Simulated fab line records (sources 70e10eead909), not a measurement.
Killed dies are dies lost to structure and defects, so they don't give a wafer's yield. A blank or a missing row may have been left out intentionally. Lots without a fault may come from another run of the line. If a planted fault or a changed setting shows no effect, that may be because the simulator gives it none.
fab line records	flow nand_harc	part 1 of 2: steps 1 to 4 of 6
[record] lots = 23	wafers = 69	last_day = 34
route steps=1302 shown A_BLC@1126 A_M1@1180 A_BONDPAD@1218
lots untouched by any fault: they come from a run of this same line in which no faults occurred
start_h: hours from the record's opening day to when the first of the lot's shown wafers began	wait_h: time in hours since the lot's previous step	" the same as in the row above	L1.1+2: one row covering several wafers at once	- no value, or no start was given	* or withheld: withheld	< > ~ a bound
route shown NAME@n: a module of which the file shows steps, and the number in the route of the first	usual: mean/standard deviation taken from wafers without a fault	same: alike in all rows	chamber/n: place in a boat	sites: each site's reading	_std_site: standard deviation across them	_edge_site: mean of outer sites minus mean of inner sites	radius_mm: how far each site lies from the wafer's centre	mask NAME#n: copy n	behind: the most recent tool/chamber to have shaped the wafer	hold: reason for holding the lot/hours on hold/outcome of the hold	device: the transistor (n, p or np) that didn't switch	end of line: the route-end tests of the same wafers	where a step has no rows: the recipe by itself	killed: the dies lost at the first sort to structure and to defects; this is not the yield of the wafer	map: a wafer's dies, x killed, . not, _ none there
set.NAME: the setting that was run; set.NAME@STEP: the one run at that earlier step	model.NAME: the simulator's own value behind a step, which no gauge read
the route's steps for a sample of lots (tables are steps, rows are wafers)
services: from which hour (start_h, from the record's first day; less than 0 if before it) a tool's chamber was out of use, for how many hours, and why
[[steps]]
[step NHARC_A_BLC_STRIP_21]
[recipe] o2_flow_sccm = 500	ar_flow_sccm = 0	bias_w = 0	chemistry = O2
[usual] drypump_motor_current_A = 5.8/0.53	oes_product_au = 1.002/0.011	rf_vpp_V = 57.7/0.99	showerhead_plenum_p_Torr = 3.51/0.11	throttle_valve_pct = 17.037/0.0094
lot.wafer	tool	chamber	start_h	wait_h	drypump_motor_current_A	oes_product_au	rf_hours_counter_h	rf_vpp_V	showerhead_plenum_p_Torr	throttle_valve_pct
L076.5	rie_diel-11	3	535.15	0.1	5.8	1.005	-	57.0	3.35	17.053
L076.6	"	1	"	"	5.6	1.009	-	58.3	3.27	17.032
L076.4	"	2	"	"	5.3	0.998	-	57.2	3.38	17.030
L074.2	rie_diel-12	1	535.76	0.1	6.1	1.013	4	58.2	3.49	17.039
L074.1	"	3	"	"	6.6	1.017	5	55.9	3.56	17.024
L074.4	"	0	"	"	5.1	1.007	3	56.4	3.64	17.037
L075.3	rie_diel-12	2	538.95	0.1	6.2	0.977	5	57.7	3.40	17.027
L075.5	"	1	"	"	6.2	1.011	-	58.0	3.49	17.049
L075.6	"	2	"	"	6.2	0.990	-	57.4	3.40	17.036
L077.2	rie_diel-12	3	545.74	0.1	6.6	0.995	5	58.0	3.56	17.028
L077.1	"	1	"	"	6.1	1.002	5	57.1	3.49	17.030
L077.3	"	2	"	"	6.2	0.986	5	57.3	3.40	17.042
L078.1	rie_diel-12	3	571.13	0.1	6.5	1.000	6	59.2	3.56	17.049
L078.2	"	0	"	"	5.1	1.004	4	57.7	3.63	17.038
L078.4	"	1	"	"	6.2	1.009	6	56.6	3.49	17.048
L079.2	rie_diel-10	3	574.06	0.1	5.9	0.997	14	56.6	3.41	17.044
L079.5	"	2	"	"	5.3	0.995	-	57.6	3.70	17.024
L079.6	"	3	"	"	5.9	1.005	-	55.8	3.41	17.041
L080.3	rie_diel-12	3	596.51	0.1	6.5	1.002	8	56.7	3.56	17.043
L080.4	"	0	"	"	5.1	1.004	6	58.7	3.63	17.034
L080.5	"	3	"	"	6.5	1.003	-	59.1	3.56	17.022
L081.3	rie_diel-12	0	615.60	0.1	5.1	1.017	7	58.0	3.63	17.033
L081.1	"	3	"	"	6.5	1.008	9	58.5	3.56	17.030
L081.5	"	1	"	"	6.2	1.012	-	58.1	3.49	17.025
L082.4	rie_diel-12	3	621.44	0.1	6.6	0.987	9	57.1	3.56	17.026
L082.1	"	0	"	"	5.1	1.009	7	57.5	3.63	17.045
L082.5	"	0	"	"	5.1	1.017	-	57.8	3.63	17.041
L083.2	rie_diel-12	3	622.16	0.1	6.5	0.997	9	57.7	3.56	17.039
L083.4	"	1	"	"	6.2	1.011	9	57.8	3.49	17.043
L083.3	"	2	"	"	6.2	0.992	9	57.2	3.40	17.044
L084.2	rie_diel-12	2	633.15	0.1	6.2	1.005	0	57.6	3.40	17.041
L084.5	"	1	"	"	6.2	1.026	-	57.9	3.49	17.048
L084.6	"	0	"	"	5.1	1.014	-	58.8	3.63	17.030
L086.2	rie_diel-10	3	638.72	0.1	5.9	1.004	2	59.3	3.41	17.035
L086.1	"	0	"	"	6.0	0.990	2	56.9	3.44	17.038
L086.5	"	3	"	"	5.9	0.996	-	57.7	3.41	17.039
L085.2	rie_diel-12	1	643.28	0.1	6.2	1.009	1	56.4	3.49	17.038
L085.1	"	0	"	"	5.1	1.017	1	59.7	3.63	17.033
L085.4	"	0	"	"	5.1	1.008	-	56.6	3.63	17.029
L087.1	rie_diel-10	0	644.09	0.1	6.0	0.997	3	56.8	3.44	17.034
L087.4	"	1	"	"	5.1	0.993	3	56.3	3.43	17.035
L087.6	"	2	"	"	5.3	0.982	-	58.2	3.70	17.050
L089.3	rie_diel-10	3	670.67	0.1	6.0	0.999	5	57.6	3.41	17.022
L089.4	"	0	"	"	6.0	0.978	4	60.3	3.44	17.035
L089.6	"	3	"	"	6.0	1.016	-	57.4	3.41	17.057
L088.4	rie_diel-10	0	672.59	0.1	6.0	1.004	4	57.1	3.44	17.024
L088.6	"	1	"	"	5.1	0.995	-	58.0	3.43	17.051
L088.5	"	2	"	"	5.3	0.999	-	58.2	3.70	17.040
L091.3	rie_diel-12	0	691.76	0.1	5.1	1.006	4	58.4	3.63	17.040
L091.1	"	1	"	"	6.2	1.025	4	57.1	3.49	17.031
L091.2	"	2	"	"	6.2	1.020	4	58.5	3.39	17.018
L092.1	rie_diel-12	3	708.34	0.1	6.5	1.015	4	57.7	3.55	17.019
L092.5	"	3	"	"	6.6	1.016	-	58.9	3.55	17.036
L092.4	"	0	"	"	5.1	1.003	-	58.9	3.63	17.037
L094.2	rie_diel-12	2	724.47	0.1	6.2	0.993	6	57.8	3.39	17.050
L094.3	"	1	"	"	6.2	0.996	5	57.9	3.49	17.046
L094.5	"	2	"	"	6.2	0.994	-	57.0	3.39	17.039
L093.2	rie_diel-10	1	734.41	0.1	5.1	1.000	12	56.7	3.43	17.047
L093.4	"	2	"	"	5.3	0.995	11	59.4	3.69	17.039
L093.3	"	3	"	"	5.9	1.006	10	56.3	3.40	17.033
L096.2	rie_diel-10	2	737.75	0.1	5.2	0.983	11	58.6	3.70	17.037
L096.4	"	3	"	"	5.9	0.992	10	59.1	3.40	17.031
L096.5	"	1	"	"	5.1	0.998	-	58.1	3.43	17.056
L095.3	rie_diel-10	0	740.30	0.1	6.0	1.005	9	56.2	3.44	17.031
L095.1	"	1	"	"	5.2	1.002	12	59.0	3.43	17.047
L095.6	"	0	"	"	6.0	1.003	-	56.5	3.44	17.054
L097.3	rie_diel-10	0	763.02	0.1	6.0	0.993	11	56.6	3.44	17.048
L097.1	"	1	"	"	5.1	0.997	13	58.5	3.43	17.046
L097.4	"	3	"	"	6.0	0.999	12	59.3	3.40	17.032
[step NHARC_A_M1_OVL_MEAS_10]
[recipe] pitch_nm = 240
[usual] overlay_x_nm = -0.4/0.78	overlay_y_nm = 0.0/0.94
lot.wafer	tool	chamber	start_h	wait_h	overlay_x_nm	overlay_y_nm
L076.4	overlay-02	-	542.01	-	-0.8	-1.1
L076.5	"	-	"	"	-0.6	-1.2
L076.6	"	-	"	"	-0.9	-0.7
L074.1	overlay-02	-	542.77	-	-0.6	-0.7
L074.2	"	-	"	"	0.0	-0.3
L074.4	"	-	"	"	-0.1	-0.4
L075.3	overlay-02	-	545.56	-	-0.6	0.7
L075.5	"	-	"	"	-0.5	0.2
L075.6	"	-	"	"	-0.5	0.3
L077.1	overlay-01	-	552.42	-	1.2	-1.6
L077.2	"	-	"	"	1.2	-1.3
L077.3	"	-	"	"	1.5	-1.4
L078.1	overlay-02	-	578.17	-	0.6	1.7
L078.2	"	-	"	"	0.4	1.6
L078.4	"	-	"	"	0.2	1.3
L079.2	overlay-01	-	580.80	-	-1.3	-0.1
L079.5	"	-	"	"	-1.6	-0.2
L079.6	"	-	"	"	-1.7	-0.8
L080.3	overlay-02	-	603.40	-	0.4	0.3
L080.4	"	-	"	"	0.9	0.1
L080.5	"	-	"	"	0.7	1.1
L081.1	overlay-02	-	622.45	-	0.4	0.9
L081.3	"	-	"	"	0.4	0.9
L081.5	"	-	"	"	0.7	0.4
L082.1	overlay-02	-	628.14	-	-0.7	0.4
L082.4	"	-	"	"	-0.3	1.1
L082.5	"	-	"	"	-0.2	1.2
L083.2	overlay-01	-	628.98	-	-0.7	1.0
L083.3	"	-	"	"	-1.4	0.7
L083.4	"	-	"	"	-1.0	0.6
L084.2	overlay-02	-	639.83	-	-0.2	0.2
L084.5	"	-	"	"	0.0	0.1
L084.6	"	-	"	"	0.0	0.3
L086.1	overlay-01	-	645.47	-	-0.7	-1.2
L086.2	"	-	"	"	-0.6	-0.9
L086.5	"	-	"	"	-0.2	-0.8
L085.1	overlay-01	-	650.13	-	-0.7	0.1
L085.2	"	-	"	"	-1.0	0.2
L085.4	"	-	"	"	-1.1	0.1
L087.1	overlay-01	-	650.89	-	-0.2	-1.3
L087.4	"	-	"	"	-0.2	-1.2
L087.6	"	-	"	"	-0.5	-0.9
L089.3	overlay-02	-	677.57	-	-0.4	-1.8
L089.4	"	-	"	"	-0.6	-1.1
L089.6	"	-	"	"	-0.3	-1.2
L088.4	overlay-02	-	679.38	-	-0.2	1.3
L088.5	"	-	"	"	-0.3	0.8
L088.6	"	-	"	"	-0.5	1.5
L091.1	overlay-01	-	698.45	-	-1.4	-0.5
L091.2	"	-	"	"	-0.9	0.5
L091.3	"	-	"	"	-1.0	-0.4
L092.1	overlay-01	-	715.06	-	-2.0	-0.6
L092.4	"	-	"	"	-1.6	-0.1
L092.5	"	-	"	"	-2.0	-0.5
L094.2	overlay-02	-	731.72	-	0.1	1.6
L094.3	"	-	"	"	0.2	1.6
L094.5	"	-	"	"	0.2	1.3
L093.2	overlay-01	-	741.69	-	-1.1	0.9
L093.3	"	-	"	"	-0.8	0.5
L093.4	"	-	"	"	-1.3	0.9
L096.2	overlay-02	-	745.03	-	-0.9	-0.6
L096.4	"	-	"	"	-0.4	-0.7
L096.5	"	-	"	"	-1.4	-1.0
L095.1	overlay-02	-	747.22	-	0.2	-0.1
L095.3	"	-	"	"	0.3	0.0
L095.6	"	-	"	"	0.4	0.3
L097.1	overlay-01	-	769.78	-	0.2	-0.8
L097.3	"	-	"	"	0.2	-0.5
L097.4	"	-	"	"	0.3	-0.3
[step NHARC_A_M1_DESCUM_14]
[recipe] time_s = 3	o2_flow_sccm = 200	ar_flow_sccm = 0	bias_power_w = 0	chemistry = O2
[usual] drypump_motor_current_A = 5.9/0.34	oes_product_au = 0.998/0.0088	rf_vpp_V = 57.6/0.89	showerhead_plenum_p_Torr = 1.86/0.06	throttle_valve_pct = 11.312/0.0095
[same] time_s = 3
lot.wafer	tool	chamber	start_h	wait_h	drypump_motor_current_A	oes_product_au	rf_hours_counter_h	rf_vpp_V	showerhead_plenum_p_Torr	throttle_valve_pct
L076.4	rie_diel-07	2	542.13	0.1	6.1	0.997	0.6	57.9	1.93	11.316
L076.6	"	3	"	"	6.5	0.993	-	59.5	1.94	11.301
L076.5	"	0	"	"	5.8	0.992	-	57.0	1.85	11.318
L074.2	rie_diel-07	1	542.89	0.1	5.9	0.998	1.4	58.2	1.84	11.298
L074.4	"	2	"	"	6.1	0.992	0.7	57.1	1.93	11.320
L074.1	"	3	"	"	6.5	0.990	1.4	58.1	1.94	11.313
L075.3	rie_diel-01	0	545.65	0.1	6.1	1.018	7.6	57.0	1.94	11.338
L075.5	"	0	"	"	6.1	1.012	-	58.3	1.94	11.314
L075.6	"	1	"	"	5.3	0.997	-	59.0	1.92	11.321
L077.2	rie_diel-06	1	552.53	0.1	5.5	1.000	3.4	59.0	1.87	11.302
L077.1	"	2	"	"	6.2	0.986	3.0	57.8	1.79	11.316
L077.3	"	3	"	"	6.0	0.999	2.8	57.1	1.79	11.319
L078.4	rie_diel-07	1	578.27	0.1	5.8	0.992	2.4	56.7	1.84	11.320
L078.2	"	2	"	"	6.1	0.989	1.7	56.8	1.93	11.316
L078.1	"	3	"	"	6.5	0.999	2.5	58.9	1.94	11.317
L079.2	rie_diel-01	1	580.92	0.1	5.2	0.998	0.3	57.3	1.92	11.318
L079.5	"	2	"	"	6.1	1.014	-	56.8	1.78	11.302
L079.6	"	3	"	"	6.0	1.011	-	57.6	1.91	11.311
L080.3	rie_diel-07	3	603.51	0.1	6.5	0.994	3.5	57.8	1.94	11.307
L080.5	"	0	"	"	5.8	1.013	-	58.0	1.85	11.308
L080.4	"	3	"	"	6.5	1.000	-	59.2	1.94	11.301
L081.1	rie_diel-07	1	622.55	0.1	5.8	0.993	3.9	56.9	1.84	11.314
L081.3	"	3	"	"	6.5	0.994	4.2	59.8	1.94	11.314
L081.5	"	0	"	"	5.7	0.982	-	58.1	1.85	11.311
L082.1	rie_diel-06	2	628.25	0.1	6.3	0.987	5.8	57.3	1.79	11.325
L082.4	"	0	"	"	6.0	0.974	6.2	57.1	1.85	11.296
L082.5	"	2	"	"	6.3	1.000	-	56.4	1.79	11.321
L083.4	rie_diel-06	2	629.07	0.1	6.3	0.997	5.9	57.1	1.79	11.320
L083.3	"	3	"	"	6.0	0.998	5.8	57.4	1.79	11.315
L083.2	"	0	"	"	6.0	0.979	6.3	56.4	1.85	11.320
L084.2	rie_diel-07	0	639.94	0.1	5.8	0.998	4.7	58.4	1.85	11.322
L084.6	"	3	"	"	6.5	0.995	-	58.9	1.94	11.326
L084.5	"	0	"	"	5.8	1.003	-	58.7	1.85	11.292
L086.1	rie_diel-01	2	645.57	0.1	6.2	0.997	3.9	56.9	1.78	11.335
L086.2	"	3	"	"	5.9	1.005	1.8	57.6	1.91	11.313
L086.5	"	1	"	"	5.2	0.998	-	56.8	1.92	11.313
L085.2	rie_diel-06	2	650.22	0.1	6.3	0.985	7.2	56.8	1.79	11.308
L085.1	"	0	"	"	5.9	0.990	7.0	56.5	1.85	11.322
L085.4	"	1	"	"	5.5	1.005	7.1	55.7	1.87	11.324
L087.1	rie_diel-06	2	651.00	0.1	6.2	0.989	7.3	57.3	1.79	11.314
L087.4	"	3	"	"	6.0	1.019	7.1	56.8	1.79	11.312
L087.6	"	0	"	"	5.9	0.983	-	57.3	1.85	11.300
L089.3	rie_diel-06	0	677.68	0.1	5.9	1.011	1.4	57.8	1.85	11.306
L089.4	"	1	"	"	5.5	1.005	1.9	58.1	1.87	11.303
L089.6	"	2	"	"	6.3	1.003	-	57.8	1.79	11.307
L088.4	rie_diel-01	0	679.48	0.1	6.1	0.986	4.6	57.7	1.94	11.305
L088.6	"	3	"	"	5.9	1.003	-	58.1	1.91	11.314
L088.5	"	0	"	"	6.1	0.984	-	57.7	1.94	11.304
L091.3	rie_diel-01	2	698.55	0.1	6.1	1.007	5.7	56.9	1.78	11.320
L091.2	"	3	"	"	5.9	1.006	3.6	57.4	1.91	11.300
L091.1	"	1	"	"	5.2	1.007	5.5	56.9	1.92	11.328
L092.1	rie_diel-01	1	715.16	0.1	5.3	1.006	6.4	58.0	1.92	11.317
L092.5	"	1	"	"	5.3	1.005	-	56.1	1.92	11.311
L092.4	"	0	"	"	6.1	1.002	-	56.9	1.94	11.302
L094.2	rie_diel-01	0	731.83	0.1	6.1	0.995	7.8	59.0	1.94	11.314
L094.3	"	1	"	"	5.3	0.996	8.1	56.8	1.92	11.311
L094.5	"	0	"	"	6.1	0.987	-	58.4	1.94	11.326
L093.2	rie_diel-06	1	741.79	0.1	5.5	0.997	6.6	57.0	1.86	11.318
L093.4	"	3	"	"	6.0	0.985	5.9	57.8	1.79	11.296
L093.3	"	0	"	"	5.9	1.005	6.7	58.1	1.85	11.319
L096.2	rie_diel-01	2	745.14	0.1	6.2	1.007	0.0	59.2	1.77	11.318
L096.5	"	1	"	"	5.3	1.002	-	56.5	1.92	11.315
L096.4	"	0	"	"	6.0	0.990	-	58.0	1.94	11.306
L095.1	rie_diel-06	0	747.33	0.1	5.9	0.989	7.1	56.3	1.85	11.322
L095.3	"	1	"	"	5.5	1.003	7.0	57.3	1.86	11.305
L095.6	"	3	"	"	6.0	0.983	-	56.6	1.79	11.292
L097.3	rie_diel-01	0	769.89	0.1	6.1	1.002	1.5	59.0	1.94	11.305
L097.1	"	1	"	"	5.2	0.995	1.5	57.5	1.92	11.325
L097.4	"	2	"	"	6.1	0.995	-	57.3	1.77	11.307
[step NHARC_A_M1_CMP_23]
[recipe] t_overpolish_s = 20	target_thk_nm = 154.34
[usual] motor_current_A = 11.9/1	time_to_endpoint_s = 28.6/2.3
lot.wafer	tool	chamber	start_h	wait_h	motor_current_A	time_to_endpoint_s
L076.4	cmp-01	3	544.29	-	12.3	26.5
L076.6	"	0	"	"	12.2	30.5
L076.5	"	1	"	"	10.4	28.9
L074.4	cmp-03	0	544.98	-	11.6	29.8
L074.2	"	2	"	"	13.4	28.1
L074.1	"	3	"	"	11.9	28.5
L075.3	cmp-03	0	548.08	-	11.2	31.9
L075.6	"	1	"	"	13.0	30.4
L075.5	"	2	"	"	12.8	27.9
L077.3	cmp-03	2	554.65	-	14.1	28.9
L077.2	"	3	"	"	11.3	26.6
L077.1	"	0	"	"	11.5	27.7
L078.2	cmp-02	2	580.37	-	11.2	22.7
L078.4	"	3	"	"	11.2	27.9
L078.1	"	1	"	"	10.4	24.7
L079.2	cmp-01	3	583.08	-	12.4	26.4
L079.6	"	0	"	"	11.7	29.7
L079.5	"	1	"	"	10.5	29.7
L080.4	cmp-01	3	605.74	-	11.8	29.1
L080.3	"	0	"	"	11.3	30.8
L080.5	"	2	"	"	11.4	32.0
L081.1	cmp-01	2	624.65	-	11.2	28.9
L081.3	"	0	"	"	12.1	31.0
L081.5	"	2	"	"	10.8	29.8
L082.4	cmp-03	1	630.43	-	13.4	32.2
L082.1	"	2	"	"	13.6	28.6
L082.5	"	2	"	"	12.9	27.0
L083.4	cmp-01	1	631.28	-	11.0	26.8
L083.3	"	2	"	"	11.4	29.3
L083.2	"	3	"	"	11.9	28.4
L084.2	cmp-03	1	642.10	-	12.5	27.4
L084.6	"	3	"	"	11.3	28.9
L084.5	"	0	"	"	12.1	31.1
L086.2	cmp-02	2	647.74	-	11.8	26.8
L086.1	"	0	"	"	12.2	31.0
L086.5	"	3	"	"	10.6	31.7
L085.2	cmp-03	1	652.38	-	13.2	28.0
L085.1	"	2	"	"	13.6	25.6
L085.4	"	3	"	"	11.1	25.0
L087.4	cmp-03	0	653.12	-	11.1	27.7
L087.1	"	3	"	"	11.2	28.5
L087.6	"	1	"	"	13.1	29.7
L089.4	cmp-03	3	679.75	-	11.1	26.7
L089.3	"	1	"	"	13.5	28.6
L089.6	"	3	"	"	11.2	23.9
L088.4	cmp-02	0	681.65	-	12.8	31.4
L088.5	"	1	"	"	10.2	34.7
L088.6	"	2	"	"	10.9	30.9
L091.3	cmp-03	0	700.72	-	11.4	28.3
L091.1	"	1	"	"	13.3	26.5
L091.2	"	2	"	"	13.8	27.0
L092.1	cmp-01	1	717.51	-	11.2	30.6
L092.4	"	2	"	"	10.3	30.5
L092.5	"	3	"	"	11.7	28.5
L094.2	cmp-03	0	734.01	-	11.7	28.2
L094.3	"	2	"	"	13.2	30.6
L094.5	"	0	"	"	11.1	31.0
L093.2	cmp-03	2	744.04	-	13.9	29.3
L093.4	"	3	"	"	11.0	28.1
L093.3	"	0	"	"	11.0	28.5
L096.2	cmp-03	2	747.31	-	12.9	28.2
L096.4	"	3	"	"	11.4	29.3
L096.5	"	1	"	"	12.8	29.5
L095.3	cmp-03	1	749.42	-	12.6	29.5
L095.1	"	3	"	"	11.1	29.1
L095.6	"	1	"	"	13.2	30.9
L097.3	cmp-02	0	772.02	-	13.2	28.1
L097.4	"	1	"	"	10.7	28.6
L097.1	"	2	"	"	10.8	23.8
